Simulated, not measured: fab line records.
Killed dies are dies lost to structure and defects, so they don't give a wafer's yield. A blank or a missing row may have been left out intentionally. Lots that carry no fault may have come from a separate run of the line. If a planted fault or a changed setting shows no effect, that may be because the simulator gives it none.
Which tool was responsible?    flow nand-harc    12 lots, 36 wafers sampled, at 2 steps of a route of 1302

== WHAT EACH GAUGE READ, for each wafer ==
NHARC_A_DECK1_JOINT_THK_MEAS_14: measures by ellipsometry.
lot   measured      on             thk-nm (nm)
L076  day 12 00:36  film-metro-01  51.9 51.0 51.6
L077  day 12 16:52  film-metro-02  47.9 52.8 48.4
L079  day 13 09:31  film-metro-01  55.3 52.9 52.4
L081  day 14 14:02  film-metro-01  51.7 51.0 53.5
L083  day 15 09:46  film-metro-02  51.7 49.8 51.0
L085  day 15 21:17  film-metro-02  51.2 49.1 51.7
L087  day 16 15:17  film-metro-01  55.7 50.2 49.6
L089  day 17 13:05  film-metro-02  50.4 50.2 53.6
L091  day 18 18:55  film-metro-01  50.0 50.5 50.3
L094  day 19 15:55  film-metro-01  51.4 52.5 50.8
L095  day 20 07:40  film-metro-02  51.2 49.8 52.2
L097  day 21 06:46  film-metro-02  54.9 53.9 52.8

== TOOL THAT RAN EACH LOT (tool first, then ch and the chambers of the sampled wafers, then the start) ==
lot   NHARC_A_CHANNEL_HOLE_D1_ETCH_34
L076  rie-diel-01 ch 0,1,2, day 12 00:36 or earlier
L077  rie-diel-01 ch 0,2, day 12 16:52 or earlier
L079  rie-diel-08 ch 0,1,3, day 13 09:31 or earlier
L081  rie-diel-01 ch 2,3, day 14 14:02 or earlier
L083  rie-diel-01 ch 1,2,3, day 15 09:46 or earlier
L085  rie-diel-08 ch 1,3, day 15 21:17 or earlier
L087  rie-diel-07 ch 2,3, day 16 15:17 or earlier
L089  rie-diel-01 ch 1,2, day 17 13:05 or earlier
L091  rie-diel-01 ch 1,2,3, day 18 18:55 or earlier
L094  rie-diel-08 ch 1,2,3, day 19 15:55 or earlier
L095  rie-diel-01 ch 2,3, day 20 07:40 or earlier
L097  rie-diel-07 ch 0,1,3, day 21 06:46 or earlier
- NHARC_A_CHANNEL_HOLE_D1_ETCH_34: etches the open film in CF4/CHF3, target depth 154 nm, time 77 s.

== THE ANSWER, worked out from the rows above alone ==
Rule: the lots themselves supply what counts as usual. The widest of any qualifying gaps counts: lots, ordered by their means at a reading, are off when they make up no more than a third of the lots, leave a main group of 4 or more, and stand apart from it by 3 or more times the standard deviation of that group's means. A main group whose means are all the same, to the digits that the tables above print for the reading, isn't used. A lot without any number at a reading at which 4 lots or more have one is off too. The other lots that the step has rows for count as sound.
Nothing can be told from this: no lot is off at any reading shown.

== WHAT HAD BEEN PUT IN BY THE SIMULATOR ==
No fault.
